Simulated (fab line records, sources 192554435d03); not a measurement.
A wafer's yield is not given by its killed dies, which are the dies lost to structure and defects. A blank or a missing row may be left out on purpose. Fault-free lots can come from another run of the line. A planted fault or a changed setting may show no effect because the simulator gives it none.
What tool caused it? -- flow n5_finfet -- 24 lots with 72 wafers sampled at 6 steps, on a route of 1938 steps

## WHAT THE GAUGES READ, wafer by wafer
N5_BEOL_M4_INSPECT_59: inspects for defects (darkfield).
lot,measured,on,raw_defect_count
L074,day 7 17:36,defect_inspect-02,41 81 71
L075,day 8 04:53,defect_inspect-01,81 33 47
L076,day 9 00:16,defect_inspect-02,52 66 85
L077,day 9 04:47,defect_inspect-02,55 66 62
L080,day 9 05:25,defect_inspect-01,42 45 52
L078,day 9 12:23,defect_inspect-02,84 56 66
L079,day 9 14:30,defect_inspect-02,39 53 41
L081,day 9 16:39,defect_inspect-02,118 108 115
L083,day 10 04:59,defect_inspect-01,45 30 38
L082,day 10 06:31,defect_inspect-02,62 83 79
L084,day 10 14:09,defect_inspect-02,66 91 91
L085,day 10 16:02,defect_inspect-01,56 90 59
L086,day 11 10:01,defect_inspect-02,86 69 72
L087,day 11 10:17,defect_inspect-02,108 94 81
L088,day 11 14:23,defect_inspect-02,68 142 85
L089,day 11 14:54,defect_inspect-02,75 116 93
L091,day 11 20:55,defect_inspect-01,48 48 53
L090,day 12 01:49,defect_inspect-02,124 202 131
L092,day 12 12:22,defect_inspect-02,92 97 86
L093,day 13 00:22,defect_inspect-01,82 64 95
L095,day 13 03:34,defect_inspect-02,66 75 45
L094,day 13 21:20,defect_inspect-02,75 86 96
L096,day 13 21:40,defect_inspect-02,55 59 64
L097,day 14 04:14,defect_inspect-02,114 63 62

N5_BEOL_M5_RS_MEAS_57: uses a four-point probe to measure.
lot,measured,on,M5_RS (ohm/sq)
L074,day 8 07:59,film_metro-01,0.378 0.387 0.385
L075,day 8 17:55,film_metro-02,0.374 0.373 0.382
L076,day 9 12:16,film_metro-01,0.390 0.381 0.374
L077,day 9 17:16,film_metro-01,0.398 0.395 0.373
L080,day 9 20:25,film_metro-02,0.397 0.393 0.400
L078,day 10 04:51,film_metro-01,0.384 0.398 0.396
L079,day 10 02:20,film_metro-02,0.399 0.404 0.398
L081,day 10 08:58,film_metro-01,0.388 0.372 0.369
L083,day 10 18:03,film_metro-02,0.395 0.387 0.383
L082,day 10 18:36,film_metro-02,0.371 0.392 0.399
L084,day 11 03:46,film_metro-02,0.350 0.391 0.384
L085,day 11 04:56,film_metro-01,0.387 0.390 0.387
L086,day 11 22:15,film_metro-02,0.391 0.395 0.391
L087,day 11 23:10,film_metro-02,0.381 0.382 0.385
L088,day 12 04:50,film_metro-02,0.362 0.371 0.370
L089,day 12 06:23,film_metro-01,0.384 0.377 0.368
L091,day 12 10:05,film_metro-02,0.377 0.385 0.377
L090,day 12 14:04,film_metro-01,0.347 0.383 0.373
L092,day 13 00:56,film_metro-02,0.391 0.397 0.393
L093,day 13 13:07,film_metro-02,0.365 0.405 0.407
L095,day 13 16:59,film_metro-01,0.385 0.383 0.390
L094,day 14 09:28,film_metro-01,0.386 0.408 0.394
L096,day 14 12:10,film_metro-01,0.406 0.383 0.391
L097,day 14 16:40,film_metro-02,0.385 0.395 0.377

## WHAT TOOL EACH LOT RAN ON (gives the tool, then ch and the chambers of the sampled wafers, and finally the start)
lot,N5_BEOL_M4_ANNEAL_51,N5_BEOL_M5_HM_DEP_02,N5_BEOL_M5_ETCH_62,N5_BEOL_M5_SPUTTER_90
L074,"rtp_anneal-01 ch 0, day 7 16:43","pvd_sputter-02, day 7 19:34","rie_diel-02 ch 0,1,3, day 7 20:17","pvd_sputter-02, day 8 06:48"
L075,"rtp_anneal-01 ch 0, day 8 03:59","pvd_sputter-03, day 8 07:41","rie_diel-02 ch 0,1,2, day 8 08:23","pvd_sputter-03, day 8 16:51"
L076,"rtp_anneal-01 ch 0, day 8 23:25","pvd_sputter-02, day 9 02:18","rie_diel-03 ch 1,2,3, day 9 03:01","pvd_sputter-01, day 9 11:12"
L077,"rtp_anneal-01 ch 0, day 9 03:54","pvd_sputter-03, day 9 07:48","rie_diel-02 ch 0,1,3, day 9 08:37","pvd_sputter-01, day 9 16:02"
L080,"rtp_anneal-01 ch 0, day 9 04:31","pvd_sputter-03, day 9 08:00","rie_diel-02 ch 0,2,3, day 9 08:53","pvd_sputter-02, day 9 19:11"
L078,"rtp_anneal-02 ch 0, day 9 11:30","pvd_sputter-03, day 9 16:00","rie_diel-03 ch 1,2,3, day 9 16:43","pvd_sputter-01, day 10 01:09"
L079,"rtp_anneal-02 ch 0, day 9 13:36","pvd_sputter-03, day 9 16:28","rie_diel-02 ch 0,1,2, day 9 17:11","pvd_sputter-03, day 10 01:04"
L081,"rtp_anneal-01 ch 0, day 9 15:47","pvd_sputter-03, day 9 19:24","rie_diel-04 ch 0,1,3, day 9 20:14","pvd_sputter-03, day 10 07:53"
L083,"rtp_anneal-02 ch 0, day 10 02:19","pvd_sputter-03, day 10 08:25","rie_diel-03 ch 1,2, day 10 09:00","pvd_sputter-02, day 10 16:57"
L082,"rtp_anneal-01 ch 0, day 10 05:40","pvd_sputter-03, day 10 08:58","rie_diel-02 ch 0,3, day 10 09:41","pvd_sputter-03, day 10 17:18"
L084,"rtp_anneal-01 ch 0, day 10 12:26","pvd_sputter-02, day 10 17:20","rie_diel-02 ch 0,2,3, day 10 18:04","pvd_sputter-01, day 11 02:33"
L085,"rtp_anneal-01 ch 0, day 10 15:12","pvd_sputter-03, day 10 18:10","rie_diel-04 ch 1,2,3, day 10 18:53","pvd_sputter-02, day 11 03:52"
L086,"rtp_anneal-02 ch 0, day 11 09:08","pvd_sputter-03, day 11 13:37","rie_diel-04 ch 1,2, day 11 14:13","pvd_sputter-03, day 11 21:11"
L087,"rtp_anneal-02 ch 0, day 11 09:27","pvd_sputter-03, day 11 13:49","rie_diel-02 ch 1,3, day 11 14:40","pvd_sputter-01, day 11 21:59"
L088,"rtp_anneal-01 ch 0, day 11 13:30","pvd_sputter-03, day 11 16:31","rie_diel-04 ch 0,3, day 11 17:13","pvd_sputter-03, day 12 03:46"
L089,"rtp_anneal-01 ch 0, day 11 14:03","pvd_sputter-02, day 11 17:10","rie_diel-04 ch 0,1,2, day 11 17:45","pvd_sputter-01, day 12 05:09"
L091,"rtp_anneal-01 ch 0, day 11 20:10","pvd_sputter-03, day 11 23:03","rie_diel-02 ch 0,1, day 11 23:39","pvd_sputter-02, day 12 09:01"
L090,"rtp_anneal-02 ch 0, day 12 00:55","pvd_sputter-02, day 12 04:10","rie_diel-02 ch 0,1,2, day 12 04:53","pvd_sputter-01, day 12 12:44"
L092,"rtp_anneal-02 ch 0, day 12 11:29","pvd_sputter-02, day 12 14:39","rie_diel-04 ch 0,1,3, day 12 15:15","pvd_sputter-01, day 12 23:49"
L093,"rtp_anneal-01 ch 0, day 12 23:29","pvd_sputter-03, day 13 03:13","rie_diel-02 ch 0,1,3, day 13 03:56","pvd_sputter-02, day 13 12:04"
L095,"rtp_anneal-02 ch 0, day 13 02:44","pvd_sputter-03, day 13 06:13","rie_diel-03 ch 1,2,3, day 13 07:04","pvd_sputter-03, day 13 15:52"
L094,"rtp_anneal-02 ch 0, day 13 20:27","pvd_sputter-02, day 13 23:12","rie_diel-03 ch 0,3, day 13 23:47","pvd_sputter-03, day 14 08:25"
L096,"rtp_anneal-01 ch 0, day 13 20:44","pvd_sputter-02, day 14 01:42","rie_diel-03 ch 0,1,3, day 14 02:49","pvd_sputter-01, day 14 10:35"
L097,"rtp_anneal-02 ch 0, day 14 03:22","pvd_sputter-02, day 14 07:16","rie_diel-02 ch 1,2,3, day 14 08:08","pvd_sputter-01, day 14 15:37"
- N5_BEOL_M4_ANNEAL_51: time 90 s.
- N5_BEOL_M5_HM_DEP_02: deposits TiN, target thk 20 nm.
- N5_BEOL_M5_ETCH_62: etches SOC in N2/H2, target depth 75 nm, overetch 15 nm, time 112.5 s.
- N5_BEOL_M5_SPUTTER_90: material Cu, target thk 4.5 nm, time 8.29 s.

## WHAT THE TOOLS THEMSELVES READ (means of the sampled wafers that have a number; where no wafer has one, the mark that the record gives instead)
N5_BEOL_M4_ANNEAL_51.
lot,tool,wafer_temp_C_max
L074,rtp_anneal-01,226.4
L075,rtp_anneal-01,226.2
L076,rtp_anneal-01,226.6
L077,rtp_anneal-01,226.5
L080,rtp_anneal-01,226.1
L078,rtp_anneal-02,225.9
L079,rtp_anneal-02,225.7
L081,rtp_anneal-01,226.1
L083,rtp_anneal-02,225.8
L082,rtp_anneal-01,226.0
L084,rtp_anneal-01,226.1
L085,rtp_anneal-01,226.1
L086,rtp_anneal-02,225.7
L087,rtp_anneal-02,225.6
L088,rtp_anneal-01,226.3
L089,rtp_anneal-01,226.4
L091,rtp_anneal-01,226.0
L090,rtp_anneal-02,225.6
L092,rtp_anneal-02,225.7
L093,rtp_anneal-01,225.9
L095,rtp_anneal-02,225.6
L094,rtp_anneal-02,225.7
L096,rtp_anneal-01,226.2
L097,rtp_anneal-02,225.7

N5_BEOL_M5_HM_DEP_02.
lot,tool,chamber_pressure_pa (Pa),substrate_temp_c (C),susceptor_temp_C (C),throttle_valve_pct (%)
L074,pvd_sputter-02,0.5007,24.97,25.05,30.8
L075,pvd_sputter-03,0.4995,24.94,25.02,30.4
L076,pvd_sputter-02,0.5007,25.00,25.03,28.7
L077,pvd_sputter-03,0.4998,24.94,25.04,29.2
L080,pvd_sputter-03,0.5004,24.95,24.97,29.1
L078,pvd_sputter-03,0.5010,24.90,25.08,30.2
L079,pvd_sputter-03,0.5000,24.81,25.04,30.2
L081,pvd_sputter-03,0.4994,25.10,24.88,28.2
L083,pvd_sputter-03,0.5007,25.00,24.93,30.3
L082,pvd_sputter-03,0.5002,24.95,24.96,30.3
L084,pvd_sputter-02,0.4992,25.00,24.92,29.0
L085,pvd_sputter-03,0.4992,25.10,25.03,30.3
L086,pvd_sputter-03,0.5006,24.95,24.98,30.0
L087,pvd_sputter-03,0.5006,24.87,25.05,30.3
L088,pvd_sputter-03,0.4994,25.01,24.95,28.8
L089,pvd_sputter-02,0.5004,24.94,24.87,32.0
L091,pvd_sputter-03,0.4996,24.99,24.99,31.2
L090,pvd_sputter-02,0.5003,25.06,24.97,29.6
L092,pvd_sputter-02,0.5002,24.96,24.98,30.9
L093,pvd_sputter-03,0.5000,25.02,25.12,30.4
L095,pvd_sputter-03,0.5008,24.86,25.12,31.3
L094,pvd_sputter-02,0.4999,25.01,25.07,29.3
L096,pvd_sputter-02,0.5004,24.95,25.00,30.0
L097,pvd_sputter-02,0.4997,25.05,24.96,30.6

N5_BEOL_M5_ETCH_62.
lot,tool,drypump_motor_current_A (A),oes_product_au (a.u.),rf_vpp_V (V),showerhead_plenum_p_Torr (Torr),throttle_valve_pct (%)
L074,rie_diel-02,5.7,0.65,524.6,2.60,17.76
L075,rie_diel-02,5.7,0.65,524.6,2.57,17.72
L076,rie_diel-03,5.6,0.64,524.6,2.56,17.77
L077,rie_diel-02,5.7,0.64,526.4,2.60,17.78
L080,rie_diel-02,6.1,0.66,525.9,2.61,17.79
L078,rie_diel-03,5.6,0.63,525.1,2.55,17.75
L079,rie_diel-02,5.7,0.63,524.3,2.56,17.72
L081,rie_diel-04,5.9,0.64,524.6,2.58,17.63
L083,rie_diel-03,5.3,0.62,522.4,2.50,17.86
L082,rie_diel-02,5.6,0.60,525.4,2.58,18.02
L084,rie_diel-02,6.1,0.65,525.6,2.61,17.81
L085,rie_diel-04,5.9,0.64,525.9,2.62,17.64
L086,rie_diel-04,6.1,0.58,525.4,2.63,17.75
L087,rie_diel-02,6.2,0.67,525.9,2.66,17.65
L088,rie_diel-04,5.7,0.62,524.5,2.54,17.81
L089,rie_diel-04,5.9,0.57,525.0,2.58,17.90
L091,rie_diel-02,5.3,0.61,523.9,2.55,17.75
L090,rie_diel-02,5.7,0.62,524.6,2.56,17.76
L092,rie_diel-04,5.9,0.62,525.5,2.57,17.67
L093,rie_diel-02,5.7,0.61,525.0,2.59,17.83
L095,rie_diel-03,5.5,0.62,523.7,2.54,17.80
L094,rie_diel-03,5.8,0.61,524.1,2.58,17.82
L096,rie_diel-03,5.8,0.60,524.1,2.54,17.84
L097,rie_diel-02,6.2,0.65,526.3,2.61,17.62

N5_BEOL_M5_SPUTTER_90.
lot,tool,chamber_pressure_pa (Pa),substrate_temp_c (C),susceptor_temp_C (C),throttle_valve_pct (%)
L074,pvd_sputter-02,0.07,-20.02,-19.98,30.2
L075,pvd_sputter-03,0.07,-19.97,-19.93,29.0
L076,pvd_sputter-01,0.07,-20.09,-19.95,30.2
L077,pvd_sputter-01,0.07,-20.07,-19.94,29.9
L080,pvd_sputter-02,0.07,-20.06,-19.79,30.0
L078,pvd_sputter-01,0.07,-20.02,-20.04,30.1
L079,pvd_sputter-03,0.07,-19.95,-20.03,29.9
L081,pvd_sputter-03,0.07,-20.06,-20.03,29.1
L083,pvd_sputter-02,0.07,-19.98,-19.96,31.0
L082,pvd_sputter-03,0.07,-19.98,-19.97,30.1
L084,pvd_sputter-01,0.07,-19.89,-19.95,29.3
L085,pvd_sputter-02,0.07,-19.94,-20.05,30.0
L086,pvd_sputter-03,0.07,-19.90,-20.01,29.1
L087,pvd_sputter-01,0.07,-19.93,-19.99,29.5
L088,pvd_sputter-03,0.07,-19.93,-20.05,28.1
L089,pvd_sputter-01,0.07,-20.06,-19.93,29.5
L091,pvd_sputter-02,0.07,-20.00,-20.08,30.6
L090,pvd_sputter-01,0.07,-20.06,-20.01,29.7
L092,pvd_sputter-01,0.07,-20.06,-20.09,29.7
L093,pvd_sputter-02,0.07,-20.02,-20.04,30.5
L095,pvd_sputter-03,0.07,-20.07,-19.94,29.5
L094,pvd_sputter-03,0.07,-20.02,-19.96,28.2
L096,pvd_sputter-01,0.07,-19.95,-20.04,29.8
L097,pvd_sputter-01,0.07,-19.92,-20.04,29.5

## THE ANSWER, worked out from the rows above alone
Rule: what is usual is taken from the lots themselves. The widest of any qualifying gaps counts: lots, ordered by their means at a reading, are off when they make up no more than a third of the lots, leave a main group of 4 or more, and stand apart from it by 3 or more times the standard deviation of that group's means. Not used: any main group whose means are identical at the precision the tables above print for the reading. Also off: a lot with no number at a reading for which 4 or more lots have one. Any other lot the step has rows for is counted as sound. Order of review: gauges by route order, followed by the tools' own readings, for which a lot's mean as printed above is used. At the first step where some lot is off, the reading lying furthest off is the one used; lots without a number count as furthest.
Nothing can be told from this: no lot is off at any reading shown.

## WHAT HAD BEEN PUT IN BY THE SIMULATOR
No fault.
